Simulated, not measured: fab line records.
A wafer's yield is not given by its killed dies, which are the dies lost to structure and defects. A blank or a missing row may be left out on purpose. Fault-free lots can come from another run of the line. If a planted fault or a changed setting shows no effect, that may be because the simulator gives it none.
Matching of chambers ; flow n5Finfet ; N5_BEOL_M9_DESCUM_33 on rieDiel-02: 4 sister chambers
The step chemistry O2, time 7 s. 18 wafers are shown with their chamber, then 9 later ones without.

WAFERS, EACH WITH ITS CHAMBER
wafer;chamber;drypumpMotorCurrentA (A);throttleValvePct (%);oesProductAu (a.u.)
L074.1;3;4.9;20.38;0.87
L074.3;2;5.1;20.32;0.71
L074.6;3;4.9;20.39;0.87
L076.1;2;5.1;20.32;0.71
L076.4;1;5.6;20.55;0.74
L076.6;3;4.9;20.39;0.85
L075.1;3;4.9;20.39;0.86
L075.3;2;5.1;20.33;0.70
L075.6;3;4.9;20.40;0.85
L081.3;3;5.0;20.41;0.84
L081.5;1;5.6;20.56;0.73
L081.6;0;6.5;19.78;0.93
L078.1;1;5.6;20.57;0.74
L078.2;2;5.1;20.35;0.71
L078.5;3;5.0;20.36;0.84
L085.1;2;5.1;20.36;0.70
L085.2;0;6.5;19.77;0.90
L085.3;3;5.0;20.42;0.84

SIGNATURES (averages over the wafers above)
reading;chamber 0;chamber 1;chamber 2;chamber 3;scatter within a chamber
drypumpMotorCurrentA;6.500;5.600;5.100;4.938;0.0366
throttleValvePct;19.7750;20.5600;20.3360;20.3925;0.0167
oesProductAu;0.9150;0.7367;0.7060;0.8525;0.0113
Rule: a wafer lies at a distance from a chamber equal to the root of the sum of squares, over the readings, of (its reading less the chamber's mean, divided by the reading's scatter). The wafer belongs to the nearest chamber; if the next one is less than 2 further off, it can't be placed. How the scatter is found: for the shown wafers, subtract from each reading the mean of its chamber, square and add these, divide the total by (wafers less chambers), then take the root.

WAFERS MISSING THEIR CHAMBER
wafer;drypumpMotorCurrentA (A);throttleValvePct (%);oesProductAu (a.u.)
L092.1;6.5;19.79;0.88
L092.2;4.9;20.43;0.82
L092.4;5.6;20.60;0.72
L093.2;5.6;20.61;0.71
L093.5;5.6;20.61;0.72
L093.6;5.0;20.45;0.81
L096.1;5.6;20.63;0.71
L096.2;6.5;19.81;0.86
L096.5;5.1;20.03;1.00

EACH ONE'S CHAMBER
wafer;from the rows above;in truth
L092.1;0;0
L092.2;3;3
L092.4;1;1
L093.2;1;1
L093.5;1;1
L093.6;3;3
L096.1;1;1
L096.2;0;0
L096.5;3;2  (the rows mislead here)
Correctly placed: 8 of 9. Not placeable from these rows: 0. Number placed wrongly: 1.
